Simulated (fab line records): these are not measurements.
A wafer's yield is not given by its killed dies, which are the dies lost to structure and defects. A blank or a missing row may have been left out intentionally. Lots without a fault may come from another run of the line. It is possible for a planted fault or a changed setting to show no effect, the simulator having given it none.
8D (eight disciplines) problem report, filled in by code ; flow n5 finfet ; the parts of the form that need people (team, actions taken, sign-off) are left out

1. THE ISSUE
Mean of killed at contacts at N5_PASSIVATION_PROBE_49: 114 across 9 wafers in 3 lots; on wafers with no fault it is 12 (standard deviation 5.4). Measured from the usual mean, that is +19 standard deviations.
The first sign was on wafer L988.2 at day 14 18:52, on prober-02. The record has a number at this step for 12 wafers belonging to 4 lots. The rule behind "out" and "out of limits": a value lying over 4 standard deviations away from the usual mean. The other wafers with a number count as sound.

2. WHAT IT IS, WHAT IT ISN'T
question;is;is not
which readings at this step;killed at contacts;killed at front end, killed at other, killed open
which lots;L986, L988, L989;L987
which wafers of those lots;all that have a number;-
read on which tools;prober-02;-
when;from day 14 18:52;"up to then (0 sound wafers); but 3 sound wafers of L987 came after"

3. WHAT RULES OUT EACH SUSPECT
Counting: a tool stays on the suspect list if, at a process step up to the reading, it processed all lots that are out and no sound lot following the first of them.
- pvd sputter-02 at N5_MOL_CONTACT_COAG_PRE_CLEAN_141 (time 60 s): kept. It ran every lot that is out, first L986 (day 6 07:46), and no sound lot after that.
- prober-02 at N5_PASSIVATION_PROBE_49: ruled out as a lasting fault. The sound lots L987 went through it after L988, its earliest lot that is out (day 14 18:52).
Left after counting: pvd sputter-02 at N5_MOL_CONTACT_COAG_PRE_CLEAN_141.

4. THE CAUSE (what the simulator had put in)
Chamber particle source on pvd sputter-02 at N5_MOL_CONTACT_COAG_PRE_CLEAN_141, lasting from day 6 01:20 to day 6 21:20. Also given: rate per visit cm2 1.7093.
After counting, this tool was the only one left.

5. THE CHAIN OF EFFECTS, in route order
Rows list readings where the struck wafers' mean (over those with a number) sits beyond 3 standard deviations from the usual. Only readings whose record carries a usual standard deviation are examined. hours: median over the lots of the time between each lot's start at the first step of this table that gives one and its start at this step. sigmas: the change, counted in usual standard deviations.
hours;step;reading;usual;on struck wafers;change;sigmas
0;N5_PASSIVATION_PROBE_49;defect limited yield;91.5 %;82.4;-9.1;-6.1
0;N5_PASSIVATION_PROBE_49;killed at contacts;12;114;+102;+19
0;N5_PASSIVATION_PROBE_49;killed dies;101;208;+107;+5.9
0;N5_PASSIVATION_PROBE_49;killed on rim;13;26;+13;+3.2
0;N5_PASSIVATION_PROBE_49;sort_bin_5_function;5.0 %;10.5;+5.5;+5.5
0;N5_PASSIVATION_PROBE_49;sort n pass;1079;972;-107;-5.9
0;N5_PASSIVATION_PROBE_49;sort yield pct;91.5 %;82.4;-9.1;-6.1
It contains these process steps:
- N5_PASSIVATION_PROBE_49

6. WHAT WOULD HAVE CAUGHT IT SOONER
In this record no reading fell out of limits until day 14 18:52, 210 hours after the fault had begun at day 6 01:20.
No tool reading at N5_MOL_CONTACT_COAG_PRE_CLEAN_141 that has a usual standard deviation in the record was out on any struck wafer, so an alarm limit of 4 standard deviations on those readings would not have fired.
All the lots that are out (3) had begun N5_MOL_CONTACT_COAG_PRE_CLEAN_141 on pvd sputter-02 by day 14 18:52. Tool hold at that time: it would have spared none of them.
